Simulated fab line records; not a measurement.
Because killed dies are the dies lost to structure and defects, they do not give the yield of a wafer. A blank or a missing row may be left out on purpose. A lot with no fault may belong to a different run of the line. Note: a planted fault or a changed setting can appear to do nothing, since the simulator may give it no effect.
What tool caused it?	flow n5 finfet	30 wafers from 10 lots sampled at 5 of the route's 1938 steps

== WHAT THE GAUGES SHOWED, per wafer ==
N5_BEOL_M15_RS_MEAS_54: the measuring method here is four-point-probe.
lot	measured	on	M15_RS (ohm/sq)
L357	day 13 22:47	film metro-01	0.0218 0.0213 0.0211
L358	day 15 00:54	film metro-01	0.0212 0.0220 0.0212
L359	day 15 06:41	film metro-01	0.0216 0.0217 0.0215
L363	day 15 23:58	film metro-01	0.0208 0.0214 0.0212
L361	day 16 11:17	film metro-02	0.0217 0.0210 0.0221
L364	day 16 16:21	film metro-01	0.0215 0.0214 0.0213
L366	day 17 15:24	film metro-02	0.0216 0.0209 0.0210
L367	day 17 23:15	film metro-01	0.0203 0.0201 0.0211
L377	day 19 09:47	film metro-01	0.0217 0.0217 0.0216
L378	day 19 20:01	film metro-02	0.0214 0.0213 0.0217

== EACH LOT AND THE TOOL THAT RAN IT (in order: tool; ch and the chambers of the sampled wafers; start) ==
lot	N5_BEOL_M15_TRENCH_ETCH_34	N5_BEOL_M15_STRIP_36	N5_BEOL_M15_DEGAS_41	N5_BEOL_M15_SPUTTER_45
L357	rie diel-06 ch 0,3, day 13 20:34	rie diel-06 ch 0,1,2, day 13 20:47	pvd sputter-01, day 13 21:08	pvd sputter-01, day 13 21:22
L358	rie diel-06 ch 0,2,3, day 14 22:15	rie diel-02 ch 2,3, day 14 22:59	pvd sputter-03, day 14 23:35	pvd sputter-03, day 14 23:49
L359	rie diel-05 ch 1,2,3, day 15 04:41	rie diel-02 ch 0,2,3, day 15 05:00	pvd sputter-02, day 15 05:19	pvd sputter-02, day 15 05:35
L363	rie diel-05 ch 0,2,3, day 15 19:11	rie diel-05 ch 0,1,2, day 15 21:55	pvd sputter-01, day 15 22:29	pvd sputter-01, day 15 22:43
L361	rie diel-06 ch 1,2,3, day 16 08:53	rie diel-05 ch 1,2,3, day 16 09:23	pvd sputter-03, day 16 09:58	pvd sputter-03, day 16 10:13
L364	rie diel-02 ch 0,1,3, day 16 09:23	rie diel-05 ch 0,2,3, day 16 14:22	pvd sputter-01, day 16 15:01	pvd sputter-01, day 16 15:15
L366	rie diel-06 ch 0,1, day 17 11:13	rie diel-05 ch 0,3, day 17 13:31	pvd sputter-02, day 17 14:01	pvd sputter-02, day 17 14:16
L367	rie diel-06 ch 0,2, day 17 17:29	rie diel-05 ch 0,2, day 17 21:34	pvd sputter-02, day 17 21:55	pvd sputter-02, day 17 22:09
L377	rie diel-05 ch 1,2, day 19 07:07	rie diel-05 ch 0,1,2, day 19 07:41	pvd sputter-02, day 19 08:28	pvd sputter-02, day 19 08:43
L378	rie diel-02 ch 0,3, day 19 16:16	rie diel-06 ch 0,1, day 19 18:02	pvd sputter-01, day 19 18:41	pvd sputter-01, day 19 18:56
- N5_BEOL_M15_TRENCH_ETCH_34: etches SiO2 in C4F8/O2/Ar, target depth 872.93 nm, time 199 s.
- N5_BEOL_M15_STRIP_36: strips in O2.
- N5_BEOL_M15_DEGAS_41: time 60 s.
- N5_BEOL_M15_SPUTTER_45: material Cu, target thk 100 nm, time 16.67 s.

== THE ANSWER, worked out from the rows above alone ==
Rule: the usual values come from the lots themselves. Put in order of their means at a reading, lots are off if they are a third of the lots or fewer, leave a main group of 4 or more, and stand apart from it by a gap of 3 or more times the standard deviation of the main group's means; of several such gaps the widest counts. A main group is skipped when, at the precision printed for the reading in the tables above, its means are all equal. A lot without any number at a reading at which 4 lots or more have one is off too. Where the step has rows for the other lots, those lots are counted as sound.
Off: at N5_BEOL_M15_RS_MEAS_54 (M15_RS), L367. For the main group the mean is 0.0214 ohm/sq and the standard deviation 0.00017.
A tool fits if, at a process step before that reading, it ran every lot that is off, and no sound lot after the first of them. Those tools and the gauges at N5_BEOL_M15_RS_MEAS_54 are tried in the same way. One fits: N5_BEOL_M15_TRENCH_ETCH_34 on rie diel-06. A fault onset in the window from L366 (day 17 11:13, its last sound lot) to L367 (day 17 17:29, its first lot off) fits.

== WHAT THE SIMULATOR PUT IN ==
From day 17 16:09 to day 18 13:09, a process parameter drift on rie diel-06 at N5_BEOL_M15_TRENCH_ETCH_34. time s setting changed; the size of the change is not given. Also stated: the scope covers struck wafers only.
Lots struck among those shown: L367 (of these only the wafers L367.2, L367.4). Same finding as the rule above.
